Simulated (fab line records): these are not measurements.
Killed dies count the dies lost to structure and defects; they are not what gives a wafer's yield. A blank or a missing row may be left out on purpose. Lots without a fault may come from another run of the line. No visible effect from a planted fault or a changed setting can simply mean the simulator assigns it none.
Chamber matching / flow n5_finfet / N5_MOL_CONTACT_COAG_ETCH_47 on rie_diel-05 has 4 sister chambers
The step etches SiNx in CH3F/O2, stops on W, target depth 27 nm. 14 wafers are shown with their chamber, then 7 later ones without.

WAFERS WITH THEIR CHAMBER
wafer=L078.3; chamber=3; showerhead_plenum_p_Torr (Torr)=1.99; throttle_valve_pct (%)=16.23; rf_vpp_V (V)=306
wafer=L078.5; chamber=3; showerhead_plenum_p_Torr (Torr)=1.99; throttle_valve_pct (%)=16.22; rf_vpp_V (V)=306
wafer=L078.6; chamber=0; showerhead_plenum_p_Torr (Torr)=2.10; throttle_valve_pct (%)=16.04; rf_vpp_V (V)=299
wafer=L079.1; chamber=1; showerhead_plenum_p_Torr (Torr)=1.96; throttle_valve_pct (%)=16.60; rf_vpp_V (V)=298
wafer=L079.2; chamber=0; showerhead_plenum_p_Torr (Torr)=2.10; throttle_valve_pct (%)=16.06; rf_vpp_V (V)=300
wafer=L079.6; chamber=2; showerhead_plenum_p_Torr (Torr)=2.07; throttle_valve_pct (%)=15.99; rf_vpp_V (V)=292
wafer=L080.1; chamber=3; showerhead_plenum_p_Torr (Torr)=1.99; throttle_valve_pct (%)=16.24; rf_vpp_V (V)=307
wafer=L080.2; chamber=1; showerhead_plenum_p_Torr (Torr)=1.96; throttle_valve_pct (%)=16.60; rf_vpp_V (V)=298
wafer=L080.4; chamber=0; showerhead_plenum_p_Torr (Torr)=2.10; throttle_valve_pct (%)=16.06; rf_vpp_V (V)=299
wafer=L086.1; chamber=2; showerhead_plenum_p_Torr (Torr)=2.07; throttle_valve_pct (%)=16.04; rf_vpp_V (V)=293
wafer=L086.2; chamber=0; showerhead_plenum_p_Torr (Torr)=2.10; throttle_valve_pct (%)=16.07; rf_vpp_V (V)=299
wafer=L086.3; chamber=3; showerhead_plenum_p_Torr (Torr)=1.98; throttle_valve_pct (%)=16.28; rf_vpp_V (V)=305
wafer=L090.3; chamber=3; showerhead_plenum_p_Torr (Torr)=1.98; throttle_valve_pct (%)=16.28; rf_vpp_V (V)=306
wafer=L090.4; chamber=2; showerhead_plenum_p_Torr (Torr)=2.06; throttle_valve_pct (%)=16.03; rf_vpp_V (V)=293

SIGNATURES, as means of the wafers listed above
reading=showerhead_plenum_p_Torr; chamber 0=2.1000; chamber 1=1.9600; chamber 2=2.0667; chamber 3=1.9860; scatter within a chamber=0.00432
reading=throttle_valve_pct; chamber 0=16.0575; chamber 1=16.6000; chamber 2=16.0200; chamber 3=16.2500; scatter within a chamber=0.0225
reading=rf_vpp_V; chamber 0=299.25; chamber 1=298.00; chamber 2=292.67; chamber 3=306.00; scatter within a chamber=0.585
Rule: a wafer's distance from a chamber is the root of the sum, over the readings, of the square of ((its reading less the chamber's mean) divided by the reading's scatter). If the next closest chamber is less than 2 further off than the closest, the wafer can't be placed; otherwise it belongs to the closest. The scatter: take each reading less its chamber's mean, square it, sum over the shown wafers, divide by the number of wafers less the number of chambers, and take the root.

WAFERS MISSING THEIR CHAMBER
wafer=L090.6; showerhead_plenum_p_Torr (Torr)=2.06; throttle_valve_pct (%)=16.05; rf_vpp_V (V)=293
wafer=L091.2; showerhead_plenum_p_Torr (Torr)=1.96; throttle_valve_pct (%)=16.15; rf_vpp_V (V)=299
wafer=L091.3; showerhead_plenum_p_Torr (Torr)=2.09; throttle_valve_pct (%)=16.10; rf_vpp_V (V)=298
wafer=L091.6; showerhead_plenum_p_Torr (Torr)=2.09; throttle_valve_pct (%)=16.09; rf_vpp_V (V)=299
wafer=L097.1; showerhead_plenum_p_Torr (Torr)=2.09; throttle_valve_pct (%)=16.12; rf_vpp_V (V)=300
wafer=L097.4; showerhead_plenum_p_Torr (Torr)=1.98; throttle_valve_pct (%)=16.30; rf_vpp_V (V)=307
wafer=L097.5; showerhead_plenum_p_Torr (Torr)=1.98; throttle_valve_pct (%)=16.31; rf_vpp_V (V)=306

THE CHAMBER EACH PASSED THROUGH
wafer=L090.6; from the rows above=2; in truth=2
wafer=L091.2; from the rows above=3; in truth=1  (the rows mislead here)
wafer=L091.3; from the rows above=0; in truth=0
wafer=L091.6; from the rows above=0; in truth=0
wafer=L097.1; from the rows above=0; in truth=0
wafer=L097.4; from the rows above=3; in truth=3
wafer=L097.5; from the rows above=3; in truth=3
Correct placement for 6 of the 7. Not placeable from these rows: 0. 1 placed wrongly.
